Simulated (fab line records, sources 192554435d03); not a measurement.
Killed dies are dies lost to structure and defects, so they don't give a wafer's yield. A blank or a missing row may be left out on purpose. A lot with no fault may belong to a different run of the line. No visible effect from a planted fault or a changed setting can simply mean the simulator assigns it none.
Code-filled problem report in 8D (eight disciplines) form    flow n5_finfet    the parts of the form that need people (team, actions taken, sign-off) are left out

== 1. PROBLEM STATEMENT ==
Wafers without a fault read 125.0 s, standard deviation 0.61; run_length_s at N5_BEOL_M2_CO_CAP_55 reads a mean of 170.1 s on 4 wafers belonging to 3 lots. Measured from the usual mean, that is +74 standard deviations.
The step: material Co, precursor CCTBA/H2, target thk 2 nm, time 102.1 s.
Seen first at day 9 13:15 on cvd_co-02, wafer L106.3. The record has a number at this step for 21 wafers belonging to 7 lots. The rule behind "out" and "out of limits": a value lying over 4 standard deviations away from the usual mean. All remaining wafers that have a number are taken as sound.

== 2. WHAT IT IS; WHAT IT IS NOT ==
question                     is                              is not
which readings at this step  run_length_s                    heater_power_w
which lots                   L106, L107, L108                L100, L115, L117, L996
which wafers of those lots   L106.3, L106.5, L107.5, L108.5  L106.2, L107.4, L107.6, L108.1, L108.2
read on which tools          cvd_co-02                       cvd_co-01
when                         from day 9 13:15                up to then (7 sound wafers); but 10 sound wafers of L107, L108, L115, L117 came after

== 3. WHAT RULES OUT EACH SUSPECT ==
Counting: a tool at a process step up to the reading stays a suspect if it ran every lot that is out. Sound lots after the first of them don't rule it out here, since some wafers of a struck lot are sound.
- cmp-01 at N5_BEOL_M2_CMP_52 (polishes, stops on SiOC, t overpolish 6.8 s, target thk 40 nm): kept. It processed each lot that is out (first: L106, day 9 12:53); up to then, its last sound lot is L996 (day 6 19:58).
- cvd_co-02 at N5_BEOL_M2_PRE_CLEAN_60 (time 15 s): kept. It processed each lot that is out (first: L106, day 9 13:13); up to then, its last sound lot is L996 (day 6 20:19).
- cvd_co-02 at N5_BEOL_M2_CO_CAP_55 (material Co, precursor CCTBA/H2, target thk 2 nm, time 102.1 s): kept. It processed each lot that is out (first: L106, day 9 13:15); up to then, its last sound lot is L996 (day 6 20:22). Out on those wafers are its own readings of run_length_s.
Left after counting: cmp-01 at N5_BEOL_M2_CMP_52, cvd_co-02 at N5_BEOL_M2_PRE_CLEAN_60, cvd_co-02 at N5_BEOL_M2_CO_CAP_55.

== 4. THE CAUSE (what the simulator had put in) ==
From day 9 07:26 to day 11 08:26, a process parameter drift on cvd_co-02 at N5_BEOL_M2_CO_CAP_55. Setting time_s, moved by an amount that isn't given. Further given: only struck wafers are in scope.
This tool is one of the 3 suspects left after counting.

== 5. SEQUENCE OF EFFECTS, ordered by route ==
Rows list readings where the struck wafers' mean (over those with a number) sits beyond 3 standard deviations from the usual. Readings are gone through only where the record gives a usual standard deviation; hours: the median, over the lots, of the time from a lot's start at the first step in this table giving one to that lot's start at this step; sigmas: the change measured in usual standard deviations.
hours  step                  reading       usual    on struck wafers  change  sigmas
0      N5_BEOL_M2_CO_CAP_55  run_length_s  125.0 s  170.1             +45.1   +74
It contains these process steps:
- N5_BEOL_M2_CO_CAP_55: material Co, precursor CCTBA/H2, target thk 2 nm, time 102.1 s.
At these later measuring or inspecting steps, every struck wafer for which the step has a row has a number for every such reading, and none has moved that far: N5_BEOL_M4_RC_MEAS_101.

== 6. WHAT WOULD HAVE CAUGHT IT SOONER ==
6 hours passed between the start of the fault at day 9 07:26 and the first reading out of limits in this record, taken at day 9 13:15.
